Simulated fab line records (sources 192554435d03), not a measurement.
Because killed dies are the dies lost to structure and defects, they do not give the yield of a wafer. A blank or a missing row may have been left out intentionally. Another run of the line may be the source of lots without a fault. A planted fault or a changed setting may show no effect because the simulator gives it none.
Problem report in the 8D (eight disciplines) form, filled by code + flow n5 finfet + the parts of the form that need people (team, actions taken, sign-off) are left out

## 1. THE PROBLEM
Wafers without a fault read 1500.0 rpm, standard deviation 0.85; spin speed rpm at N5_SD_EPI_N_COAT_32 reads a mean of 1661.4 rpm on 6 wafers belonging to 2 lots. So: +99 or more standard deviations from the usual mean.
The step: time 60 s, resist thk 350 nm.
The first sign was on wafer L375.1 at day 4 18:28, on litho track-03. At this step, 30 wafers from 10 lots have a number in the record. Rule for "out", or "out of limits": more than 4 standard deviations from the usual mean. The other wafers with a number count as sound.

## 2. WHAT IT IS, WHAT IT ISN'T
| question                    | is                     | is not                                                                                      |
|-----------------------------|------------------------|---------------------------------------------------------------------------------------------|
| which readings at this step | spin speed rpm         | heater power total W                                                                        |
| which lots                  | L375, L376             | L368, L372, L373, L385, L386, L388, L389, L390                                              |
| which wafers of those lots  | all that have a number | -                                                                                           |
| read on which tools         | litho track-03         | litho track-02, litho track-04                                                              |
| when                        | from day 4 18:28       | up to then (9 sound wafers); but 15 sound wafers of L385, L386, L388, L389, L390 came after |

## 3. THE SUSPECTS, EACH WITH WHAT RULES IT OUT
Counting: a tool at a process step up to the reading stays a suspect if it ran every lot that is out and no sound lot after the first of them.
- litho track-03 at N5_SD_EPI_N_COAT_32 (time 60 s, resist thk 350 nm): ruled out as a lasting fault. Sound lots L389 ran on it after its first lot that is out, L375 (day 4 18:28).
Left after counting: nothing in the record.

## 4. THE CAUSE (what the simulator had put in)
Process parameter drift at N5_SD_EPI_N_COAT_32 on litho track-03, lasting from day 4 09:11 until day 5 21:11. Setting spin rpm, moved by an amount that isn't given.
Counting ruled it out, wrongly.

## 5. SEQUENCE OF EFFECTS, ordered by route
Each row: a reading whose mean over the struck wafers that have a number lies more than 3 standard deviations from the usual. Scope: only readings with a usual standard deviation given in the record; hours: median across lots of the time from each lot's start at the first step in this table that gives one to its start at this step; sigmas: change in usual standard deviations.
| hours | step                | reading        | usual      | on struck wafers | change | sigmas      |
|-------|---------------------|----------------|------------|------------------|--------|-------------|
| 0     | N5_SD_EPI_N_COAT_32 | spin speed rpm | 1500.0 rpm | 1661.4           | +161.4 | +99 or more |
It contains these process steps:
- N5_SD_EPI_N_COAT_32: time 60 s, resist thk 350 nm.
Later measuring or inspecting steps at which every struck wafer that the step has a row for has a number for every such reading, and none has moved that far: N5_SD_EPI_N_CD_MEAS_09, N5_SD_EPI_N_OVL_MEAS_10, N5_BEOL_M4_RC_MEAS_101.

## 6. WHAT WOULD HAVE CAUGHT IT SOONER
First out-of-limits reading in this record: day 4 18:28, which is 9 hours after fault onset at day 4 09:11.
